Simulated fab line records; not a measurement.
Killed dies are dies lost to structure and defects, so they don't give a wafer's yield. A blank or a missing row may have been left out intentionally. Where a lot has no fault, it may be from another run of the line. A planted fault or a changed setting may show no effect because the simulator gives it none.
Check of tool commonality + flow nandHarc + Sample size 2 lots and 2 wafers

== WHY IT WAS OPENED ==
Flagged at NHARC_END_SORT_01: reading killedAtPeriphery, on 2 of 2 lots. Wafers without a fault read 3.0, standard deviation 2.3.
Rule: flag the lot when none of its wafers has a number, or when each of its wafers that has one lies beyond 4 standard deviations from that mean. The rest of the lots are taken to be sound.

| lot  | measured     | on        | killedAtPeriphery, wafer by wafer | flag    |
|------|--------------|-----------|-----------------------------------|---------|
| L481 | day 25 19:05 | prober-02 | 80                                | FLAGGED |
| L478 | day 26 03:46 | prober-02 | 85                                | FLAGGED |
The numbers of the flagged lots are 82.5 on average: +79.5 against the usual, or +35 standard deviations.

== LOT BY LOT: THE TOOL USED ==
The record holds 3 process steps before the reading, out of a route of 1159 steps. Cell contents, in order: the tool; ch with the chambers the sampled wafers went through; the start.
| lot  | flag    | NHARC_P_M2_DEP_33          | NHARC_P_BONDPAD_CMP_19   | NHARC_P_BONDPAD_ACTIVATE_29  |
|------|---------|----------------------------|--------------------------|------------------------------|
| L481 | FLAGGED | pecvd-02 ch 1, day 9 15:07 | cmp-04 ch 0, day 9 18:53 | rieDiel-11 ch 1, day 9 22:33 |
| L478 | FLAGGED | pecvd-02 ch 1, day 9 12:25 | cmp-01 ch 1, day 9 16:37 | rieDiel-05 ch 2, day 9 19:50 |
What these steps do:
- NHARC_P_M2_DEP_33: deposits SiCN, target thk 30 nm.
- NHARC_P_BONDPAD_CMP_19: polishes, t overpolish 30 s, cu recess touch 16 s, target thk 160.81 nm.
- NHARC_P_BONDPAD_ACTIVATE_29: chemistry N2, time 60 s.
- NHARC_END_SORT_01

== FLAGGED AGAINST TOTAL, ONE TOOL AT A TIME (gauges that did the reading follow at the end) ==
| step                        | tool       | lots run | flagged | share of the flagged lots | sound lots run after its first flagged lot |
|-----------------------------|------------|----------|---------|---------------------------|--------------------------------------------|
| NHARC_P_M2_DEP_33           | pecvd-02   | 2        | 2       | all                       | 0                                          |
| NHARC_P_BONDPAD_CMP_19      | cmp-01     | 1        | 1       | some                      | 0                                          |
| NHARC_P_BONDPAD_CMP_19      | cmp-04     | 1        | 1       | some                      | 0                                          |
| NHARC_P_BONDPAD_ACTIVATE_29 | rieDiel-05 | 1        | 1       | some                      | 0                                          |
| NHARC_P_BONDPAD_ACTIVATE_29 | rieDiel-11 | 1        | 1       | some                      | 0                                          |
| NHARC_END_SORT_01           | prober-02  | 2        | 2       | all                       | 0                                          |

== WHAT IS ALLOWED BY THE TABLE ==
Rows of the table that ran all the flagged lots, 2 in number: pecvd-02 at NHARC_P_M2_DEP_33; prober-02 at NHARC_END_SORT_01.
- pecvd-02 at NHARC_P_M2_DEP_33: 2 of its 2 lots flagged. In this sample it ran no sound lot ahead of its first flagged lot, so there is no way to narrow down the start.
- prober-02 at NHARC_END_SORT_01: 2 of its 2 lots flagged. In this sample it ran no sound lot ahead of its first flagged lot, so there is no way to narrow down the start.
Because each of these 2 tools fits a fault that began at some hour, counting lots does not separate them. More lots, or a look at what each step does to the wafer, might.

== WHAT THE SIMULATOR HAD INSERTED ==
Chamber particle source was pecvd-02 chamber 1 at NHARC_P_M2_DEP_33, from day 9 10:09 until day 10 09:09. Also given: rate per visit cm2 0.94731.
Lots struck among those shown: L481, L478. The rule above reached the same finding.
